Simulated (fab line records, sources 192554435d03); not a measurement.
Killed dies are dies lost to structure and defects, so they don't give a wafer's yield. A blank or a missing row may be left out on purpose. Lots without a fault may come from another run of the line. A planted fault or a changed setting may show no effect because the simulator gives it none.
Chamber matching | flow n5_finfet | N5_BEOL_M5_CURE_79 on uv_cure-02: 3 sister chambers
The step cures SiCOH lowk, time 240 s. 6 wafers are shown with their chamber, then 12 later ones without.

WAFERS WITH THEIR CHAMBER
wafer  | chamber | wafer_temp_C_max | lamp_power_pct (%)
L081.4 | 1       | 385.9            | 52.36
L081.6 | 1       | 385.6            | 52.34
L088.2 | 2       | 386.6            | 52.28
L088.3 | 2       | 387.2            | 52.38
L089.3 | 0       | 386.8            | 52.28
L089.4 | 0       | 387.3            | 52.30

WAFERS WITHOUT THEIR CHAMBER
wafer  | wafer_temp_C_max | lamp_power_pct (%)
L091.3 | 386.0            | 52.28
L091.4 | 386.2            | 52.30
L091.6 | 386.1            | 52.37
L090.2 | 386.7            | 52.28
L090.3 | 387.2            | 52.34
L090.5 | 387.4            | 52.27
L092.2 | 388.2            | 52.26
L092.4 | 387.4            | 52.28
L092.6 | 387.1            | 52.35
L094.1 | 385.8            | 52.26
L094.2 | 385.7            | 52.31
L094.3 | 386.3            | 52.25

WHICH CHAMBER EACH WENT THROUGH
wafer  | from the rows above          | in truth
L091.3 | can't be placed: 1 or 2 or 0 | 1
L091.4 | can't be placed: 1 or 2 or 0 | 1
L091.6 | can't be placed: 1 or 2      | 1
L090.2 | can't be placed: 0 or 2      | 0
L090.3 | can't be placed: 2 or 0      | 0
L090.5 | can't be placed: 0 or 2      | 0
L092.2 | can't be placed: 0 or 2      | 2
L092.4 | can't be placed: 0 or 2      | 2
L092.6 | can't be placed: 2 or 0      | 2
L094.1 | can't be placed: 1 or 2 or 0 | 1
L094.2 | 1                            | 1
L094.3 | can't be placed: 0 or 2 or 1 | 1
Placed correctly: 1 of 12. Can't be placed from these rows: 11 (the true chamber is among the candidates in 11). Placed wrongly: 0.
How it was worked out, from the rows above alone: a wafer's distance from a chamber is the root of the sum, over the readings, of the square of ((its reading less the chamber's mean) divided by the reading's scatter). The wafer belongs to the nearest chamber; if the next one is less than 2 further off, it can't be placed. A chamber's mean is the mean of its shown wafers. The scatter: the root of (the sum of the squares of (reading less its chamber's mean) over the shown wafers, divided by (wafers less chambers)).
